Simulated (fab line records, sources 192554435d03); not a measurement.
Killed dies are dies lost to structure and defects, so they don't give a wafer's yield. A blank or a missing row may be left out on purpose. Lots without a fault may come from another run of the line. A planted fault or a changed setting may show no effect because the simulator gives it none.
A struck lot beside a sound one | flow n5_finfet | 15 steps out of a route of 1938
Sound: wafers L287.4, L287.5, L287.6. Struck: wafer L279.3. (L279.4 of the same lot was not struck and is left out.) The cause comes at the end.
At each step with rows: each side's tool, then ch and its chambers, then its first start. Under that, the readings that differ: sound wafers | struck wafers | difference of the means | sigmas: that difference in standard deviations of wafers without a fault.
alike: readings whose means differ by less than 2 such deviations, and words and numbers that are the same on both sides. not compared: withheld readings, readings that some wafer has no value for, bounds like >300 that may hide the same value, and numbers for which the record gives no deviation and whose values overlap.
The two part at a step that has a row with sigmas, a row that says differs or no value, or rows on one side only. Numbers that don't overlap but have no deviation are shown without sigmas and don't part them. A reading that every wafer of one side lacks parts them only if that side has two wafers or more.

N5_SD_ACTIVATION_RS_MEAS_03: measures by four-point-probe.
  sound on film_metro-01, day 8 23:52; struck on film_metro-02, day 6 21:55
  alike: RS_SD_N, RS_SD_P
N5_SD_ACTIVATION_INSPECT_02: inspects for defects (darkfield).
  sound on defect_inspect-01, day 9 00:08; struck on defect_inspect-02, day 6 22:13
  alike: raw_defect_count
N5_ILD0_LINER_00: material SiNx, target thk 4 nm, pulse time 1 s, purge time 2 s.
  sound on ald_sin-04 ch 0,1,3, day 9 00:18; struck on ald_sin-01 ch 0, day 6 22:21
  alike: chamber_pressure_Torr, heater_power_w, precursor_pulse_height_rel
then, 2 steps without rows for these wafers: N5_ILD0_FCVD_FILL_01 (material SiO2 flowable, target thk 200 nm, time 328.3 s); N5_ILD0_CURE_02 (time 1800 s).
N5_ILD0_CMP_03: polishes, stops on SiNx, t overpolish 1.9 s, target thk 197.38 nm.
  sound on cmp-01 ch 1,2, day 9 02:40; struck on cmp-03 ch 0, day 7 00:44
  alike: motor_current_A, overpolish_run_s, time_to_endpoint_s
N5_ILD0_THK_MEAS_04:
  sound on film_metro-02, day 9 02:58; struck on film_metro-01, day 7 01:02
  alike: thk_nm
N5_ILD0_CMP_07: polishes SiO2 flowable, stops on poly-Si, t overpolish 1.18 s, target thk 138.88 nm.
  sound on cmp-02 ch 0,1, day 9 02:59; struck on cmp-02 ch 2, day 7 01:04
  alike: motor_current_A
N5_ILD0_THK_MEAS_08:
  sound on film_metro-02, day 9 03:17; struck on film_metro-02, day 7 01:21
  alike: thk_nm
then, 1 step without rows for these wafers: N5_ILD0_PRECLEAN_10 (cleans in NF3:NH3, afs cycles 5, time 20 s, sublimation time 60 s).
N5_ILD0_ALD_15: deposits SiNx, target thk 24 nm, pulse time 1 s, ald cycles 480.
  sound on ald_sin-02 ch 0,2,3, day 9 04:01; struck on ald_sin-01 ch 1, day 7 02:29
  alike: chamber_pressure_Torr, heater_power_w, precursor_pulse_height_rel
N5_ILD0_CMP_12: polishes SiNx, stops on poly-Si, t overpolish 6 s, target thk 17.67 nm.
  sound on cmp-02 ch 0,1,3, day 9 06:23; struck on cmp-01 ch 1, day 7 04:41
  reading                | sound          | struck | difference | sigmas
  time_to_endpoint_s (s) | 25.3 27.4 25.9 | 54.7   | +28.5      | +13
  alike: motor_current_A, overpolish_run_s
N5_ILD0_THK_MEAS_13:
  sound on film_metro-01, day 9 06:37; struck on film_metro-02, day 7 04:59
  reading     | sound          | struck | difference | sigmas
  thk_nm (nm) | 16.1 16.8 16.8 | 18.8   | +2.2       | +3
-- the record jumps here: 5 days lie between the struck wafers' starts before and after (it left off in module ILD0 and takes up again in module BEOL_M4, whose first step shown is number 1111 of the route) --
N5_BEOL_M4_RC_MEAS_101:
  sound on prober-02 ch 0, day 13 22:50; struck on prober-02 ch 0, day 11 18:52
  reading        | sound             | struck | difference | sigmas
  DIBL_N (mV/V)  | 34.2 34.4 33.5    | 37.2   | +3.2       | +2
  IOFF_N (nA/um) | 0.136 0.140 0.131 | 0.187  | +0.051     | +2
  SS_N (mV/dec)  | 71.7 71.6 70.4    | 72.3   | +1.1       | +2
  alike: DIBL_P, IOFF_P, ION_N, ION_P, SS_P, VT_N, VT_P
then, 1 step without rows for these wafers: N5_PASSIVATION_PROBE_49.

WHERE THEY PART
First at N5_ILD0_CMP_12; last, within this record, at N5_BEOL_M4_RC_MEAS_101.

WHY: what the simulator had put in
Process parameter drift: cmp-01, from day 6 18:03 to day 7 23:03, at N5_ILD0_CMP_12. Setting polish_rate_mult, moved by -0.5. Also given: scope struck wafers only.
